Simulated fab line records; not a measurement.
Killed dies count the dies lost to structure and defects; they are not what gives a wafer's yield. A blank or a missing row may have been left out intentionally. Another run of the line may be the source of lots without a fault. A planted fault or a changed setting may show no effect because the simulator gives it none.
Split-lot experiment	flow n5Finfet	21 wafers read from 7 lots, route of 1938 steps

ABOUT THE SPLIT
At N5_BEOL_M12_ILD_DEP_00 (deposits SiOC from DEMS/O2, target thk 658.92 nm, time 130.7 s), the setting timeS was moved away from the recipe's 130.7 s on 9 of the 21 wafers read, by -12.9% to -5.4%. The other wafers ran this setting at the recipe's value.

The file shows no step between the split and the reading.

THE READING
At N5_BEOL_M12_THK_MEAS_01: M12_ILD_THK, given in nm. On this fab line, fault-free wafers typically give 660 nm with a standard deviation of 8.4 nm.

wafer	tool, chamber at the split	timeS as run, s	against the recipe	M12_ILD_THK, nm	against lot-mates on the recipe
L077.2	pecvd-02, 2	113.9	-12.9%	578	-76
L077.3	pecvd-02, 0	130.7	recipe	644	-
L077.6	pecvd-02, 0	130.7	recipe	665	-
L075.3	pecvd-03, 2	130.7	recipe	655	-
L075.5	pecvd-03, 2	119.3	-8.7%	604	-54
L075.6	pecvd-03, 1	130.7	recipe	660	-
L079.1	pecvd-02, 0	119.5	-8.6%	600	-52
L079.3	pecvd-02, 1	130.7	recipe	652	-
L079.6	pecvd-02, 2	119.5	-8.6%	609	-43
L085.2	pecvd-01, 2	117.6	-10.0%	585	-86
L085.5	pecvd-01, 2	117.6	-10.0%	595	-76
L085.6	pecvd-01, 1	130.7	recipe	671	-
L091.1	pecvd-02, 1	130.7	recipe	649	-
L091.4	pecvd-02, 2	130.7	recipe	664	-
L091.6	pecvd-02, 0	123.6	-5.4%	623	-34
L089.3	pecvd-01, 0	118.9	-9.0%	592	-79
L089.4	pecvd-01, 2	118.9	-9.0%	605	-66
L089.6	pecvd-01, 1	130.7	recipe	671	-
L096.1	pecvd-03, 2	130.7	recipe	645	-
L096.5	pecvd-03, 0	130.7	recipe	662	-
L096.6	pecvd-03, 2	130.7	recipe	659	-

FIT RESULTS
A straight line over all 21 wafers: M12_ILD_THK changes by +6.46 nm for each +1% of timeS; r = +0.97; the points scatter about the line by 7.8 nm.
The same after taking each lot's own level away (the mean of its wafers on the recipe; 21 wafers): +6.89 nm for each +1%; r = +0.96; scatter 9.3 nm.
That fit puts the effect of the largest move of timeS on the reading at 89 nm.
Across the lots, their own levels run from 652.0 to 671.0 nm, a range of 2.3 times the standard deviation given above.
The two slopes agree, so the slope changes little with the lot-to-lot level.
Check: with one of the wafers moved furthest among these (-12.9%) left out of the fit, the line predicts -91.9 nm for it against its lot-mates. Against them it came out at -76.5 nm.

THE WHOLE CHAIN: every reading that the file lists as answering this split, in the file's order
step	what it does	reading	change (the file's fit)	r (the file's)
N5_BEOL_M12_ILD_DEP_00	deposits SiOC from DEMS/O2, target thk 658.92 nm, time 130.7 s	SiOC_of_BEOL_M12_ILD_DEP_00.thkNm (the simulator's own value, which no gauge read)	+6.66 nm for each +1% of the setting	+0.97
N5_BEOL_M12_THK_MEAS_01		M12_ILD_THK	+6.68 for each +1% of the setting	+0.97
N5_BEOL_M12_VIA_ETCH_16	etches SiOC in C4F8/O2/Ar, target depth 724.8 nm	etch.depthNm (the simulator's own value, which no gauge read)	+6.67 nm for each +1% of the setting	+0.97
N5_BEOL_M12_VIA_ETCH_16	etches SiOC in C4F8/O2/Ar, target depth 724.8 nm	coat_of_BEOL_M12_COAT_04.thkNm (the simulator's own value, which no gauge read)	-2.02 nm for each +1% of the setting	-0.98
N5_BEOL_M12_STRIP_63	strips in N2/H2	stripTimeToEndpointS	withheld for each +1% of the setting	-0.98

FILE'S OWN FIT
M12_ILD_THK changes by +6.68 nm for each +1% of timeS, r = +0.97.
